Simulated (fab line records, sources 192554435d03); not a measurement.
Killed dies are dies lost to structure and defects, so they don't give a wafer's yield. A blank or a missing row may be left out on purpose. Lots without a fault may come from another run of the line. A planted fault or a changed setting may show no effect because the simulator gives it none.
A struck lot beside a sound one | flow n5_finfet | 21 steps out of a route of 1938
Sound: wafers L271.1, L271.4, L271.6. Struck: wafers L267.2, L267.3, L267.4. The cause comes at the end.
At each step with rows: each side's tool, then ch and its chambers, then its first start. Under that, the readings that differ: sound wafers | struck wafers | difference of the means | sigmas: that difference in standard deviations of wafers without a fault.
alike: readings whose means differ by less than 2 such deviations, and words and numbers that are the same on both sides. not compared: withheld readings, readings that some wafer has no value for, bounds like >300 that may hide the same value, and numbers for which the record gives no deviation and whose values overlap.
The two part at a step that has a row with sigmas, a row that says differs or no value, or rows on one side only. Numbers that don't overlap but have no deviation are shown without sigmas and don't part them. A reading that every wafer of one side lacks parts them only if that side has two wafers or more.

first, 10 steps without rows for these wafers: N5_MOL_CONTACT_COAG_DESCUM_45 (chemistry O2, time 7 s); N5_MOL_CONTACT_COAG_ETCH_65 (etches underlayer in N2/H2, target depth 13 nm, time 10.4 s); N5_MOL_CONTACT_COAG_ETCH_66 (etches SiARC in CF4, target depth 13 nm, time 21.7 s); N5_MOL_CONTACT_COAG_ALD_133 (deposits SiO2, target thk 5 nm, pulse time 1 s, co reactant pulse time 1 s); N5_MOL_CONTACT_COAG_ETCHBACK_134 (etches SiO2 in CHF3, target depth 10 nm, time 6.7 s); N5_MOL_CONTACT_COAG_ETCH_67 (etches SOC in N2/H2, target depth 60 nm, overetch 21 nm, time 101.2 s); N5_MOL_CONTACT_COAG_STRIP_68 (strips in N2/H2); N5_MOL_CONTACT_COAG_STRIP_69 (strips in N2/H2); N5_MOL_CONTACT_COAG_ETCHBACK_136 (etches SiO2 in CHF3, target depth 25 nm, time 16.7 s); N5_MOL_CONTACT_COAG_STRIP_120 (strips in CHF3).
N5_MOL_CONTACT_COAG_VIA_ETCH_117: etches SiO2 in C4F6/O2, target depth 40 nm, overetch 8 nm, time 26 s.
  sound on rie_diel-01 ch 1,3, day 9 12:10; struck on rie_diel-01 ch 0,1,3, day 8 19:28
  no value came back on the struck wafers for any of 9 readings (C4F6_flow_sccm (sccm), O2_flow_sccm (sccm) and others); on the sound wafers C4F6_flow_sccm (sccm) reads 10.00 10.02 10.05
  reading                                           | sound          | struck         | difference | sigmas
  model.MOL_CONTACT_COAG.feature_depth_nm (nm)      | 41 40.2 40.2   | 18.6 18.4 18.4 | -22.0      |
  model.SOC_of_MOL_CONTACT_COAG_COAT_62.thk_nm (nm) | 51.6 51.4 51.4 | 57.2 57.4 57.4 | +5.9       |
  not compared: rf_hours_counter_h
N5_MOL_CONTACT_COAG_ETCH_124: etches SiNx in CH3F/O2, stops on SiOC, target depth 6.5 nm.
  sound on rie_diel-01 ch 1,3, day 9 12:11; struck on rie_diel-01 ch 0,1,3, day 8 19:30
  reading               | sound          | struck         | difference | sigmas
  oes_product_au (a.u.) | 0.77 0.60 0.61 | 0.26 0.27 0.35 | -0.37      | -5
  alike: CH3F_flow_sccm, O2_flow_sccm, chamber_pressure_mTorr, drypump_motor_current_A, oes_o_777_au, rf_vpp_V, showerhead_plenum_p_Torr, throttle_valve_pct
  not compared: rf_hours_counter_h
N5_MOL_CONTACT_COAG_ETCH_48: etches SiOC in C4F6/O2, target depth 15 nm, overetch 4.5 nm, time 17 s.
  sound on rie_diel-01 ch 1,3, day 9 12:14; struck on rie_diel-01 ch 0,1,3, day 8 19:32
  reading                                           | sound          | struck         | difference | sigmas
  oes_product_au (a.u.)                             | 0.76 0.55 0.60 | 0.27 0.27 0.35 | -0.34      | -4
  model.SOC_of_MOL_CONTACT_COAG_COAT_62.thk_nm (nm) | 46 45.6 45.8   | 51.6 51.8 51.8 | +5.9       |
  alike: C4F6_flow_sccm, O2_flow_sccm, chamber_pressure_mTorr, drypump_motor_current_A, oes_o_777_au, rf_vpp_V, showerhead_plenum_p_Torr, throttle_valve_pct
  not compared: rf_hours_counter_h
then, 4 steps without rows for these wafers: N5_MOL_CONTACT_COAG_STRIP_72 (strips in N2/H2); N5_MOL_CONTACT_COAG_STRIP_49 (strips in N2/H2, time 30 s); N5_MOL_CONTACT_COAG_PRECLEAN_138 (cleans in alkaline clean, time 60 s); N5_MOL_CONTACT_COAG_SRD_139 (time 30 s).
N5_MOL_CONTACT_COAG_CD_MEAS_101: target cd 16 nm.
  sound on cd_sem-01, day 9 12:31; struck on cd_sem-01, day 8 19:50
  reading    | sound          | struck | difference                    | sigmas
  cd_nm (nm) | 16.0 16.1 16.6 | - - -  | no value on the struck wafers |
then, 1 step without rows for these wafers: N5_MOL_CONTACT_COAG_PRE_CLEAN_121.
N5_BEOL_M4_RC_MEAS_101:
  the record has rows for the sound wafers here (prober-02 ch 0, day 12 22:11) and none for the struck ones
-- the record jumps here: 8 days lie between the struck wafers' starts before and after (it left off in module BEOL_M4 and takes up again in module PASSIVATION, whose first step shown is number 1936 of the route) --
N5_PASSIVATION_PROBE_49:
  sound on prober-02, day 17 13:59; struck on prober-02, day 16 08:23
  reading                  | sound          | struck         | difference | sigmas
  defect_limited_yield (%) | 91.5 91.9 92.1 | 0 0 0          | -92        | -71
  killed_at_contacts       | 11 9 12        | 1094 1086 1105 | +1084      | +99 or more
  killed_at_other          | 1 2 0          | 12 6 4         | +6         | +3
  killed_dies              | 100 96 93      | 1180 1180 1180 | +1084      | +72
  killed_on_rim            | 15 18 18       | 152 152 152    | +135       | +31
  sort_bin_5_function (%)  | 4.2 5.4 4.7    | 96.3 96.9 97.4 | +92.1      | +99 or more
  sort_n_pass              | 1080 1084 1087 | 0 0 0          | -1084      | -68
  sort_yield_pct (%)       | 91.5 91.9 92.1 | 0 0 0          | -92        | -66
  alike: killed_at_M0_to_M3, killed_at_M4_up, killed_at_front_end, killed_open, killed_short, sort_bin_6_memory

WHERE THEY PART
First at N5_MOL_CONTACT_COAG_VIA_ETCH_117; last, within this record, at N5_PASSIVATION_PROBE_49.

WHY: what the simulator had put in
Skipped step whole: rie_diel-01, from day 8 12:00 on, at N5_MOL_CONTACT_COAG_VIA_ETCH_117. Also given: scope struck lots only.
